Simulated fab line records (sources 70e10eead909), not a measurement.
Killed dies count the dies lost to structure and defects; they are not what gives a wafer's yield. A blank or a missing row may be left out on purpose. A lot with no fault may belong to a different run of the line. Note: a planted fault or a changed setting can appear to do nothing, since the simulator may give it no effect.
Matching of chambers | flow nand-harc | rie-diel-10 running NHARC_P_BONDPAD_DESCUM_11: 4 sister chambers
The step chemistry O2, time 3 s. 4 wafers are shown with their chamber, then 12 later ones without.

## EACH WAFER AND ITS CHAMBER
wafer  | chamber | oes-product-au (a.u.)
L087.6 | 3       | 1.009
L089.2 | 0       | 0.992
L089.3 | 1       | 1.010
L089.5 | 2       | 0.989

## WAFERS WHOSE CHAMBER IS MISSING
wafer  | oes-product-au (a.u.)
L088.1 | 0.981
L088.4 | 0.978
L088.5 | 1.000
L090.2 | 1.000
L090.3 | 1.012
L090.6 | 0.986
L091.2 | 1.017
L091.4 | 0.994
L091.5 | 0.986
L096.2 | 0.985
L096.3 | 0.987
L096.5 | 1.017

## CHAMBER TAKEN BY EACH
wafer  | from the rows above               | in truth
L088.1 | can't be placed: 2 or 0           | 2
L088.4 | can't be placed: 2 or 0           | 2
L088.5 | can't be placed: 0 or 3 or 1 or 2 | 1
L090.2 | can't be placed: 0 or 3 or 1 or 2 | 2
L090.3 | can't be placed: 1 or 3           | 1
L090.6 | can't be placed: 2 or 0           | 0
L091.2 | can't be placed: 1 or 3           | 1
L091.4 | can't be placed: 0 or 2           | 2
L091.5 | can't be placed: 2 or 0           | 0
L096.2 | can't be placed: 2 or 0           | 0
L096.3 | can't be placed: 2 or 0           | 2
L096.5 | can't be placed: 1 or 3           | 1
Correctly placed: 0 of 12. Can't be placed from these rows: 12 (the true chamber is among the candidates in 12). Placed wrongly: 0.
How it was worked out, from the rows above alone: a wafer's distance from a chamber is the root of the sum, over the readings, of the square of ((its reading less the chamber's mean) divided by the reading's scatter). The wafer belongs to the nearest chamber; if the next one is less than 2 further off, it can't be placed. For every chamber, the mean is computed from those of its wafers that are shown. The scatter (one wafer shown for each chamber): square how far every hidden wafer sits from the nearest shown wafer, average those squares and take the square root.
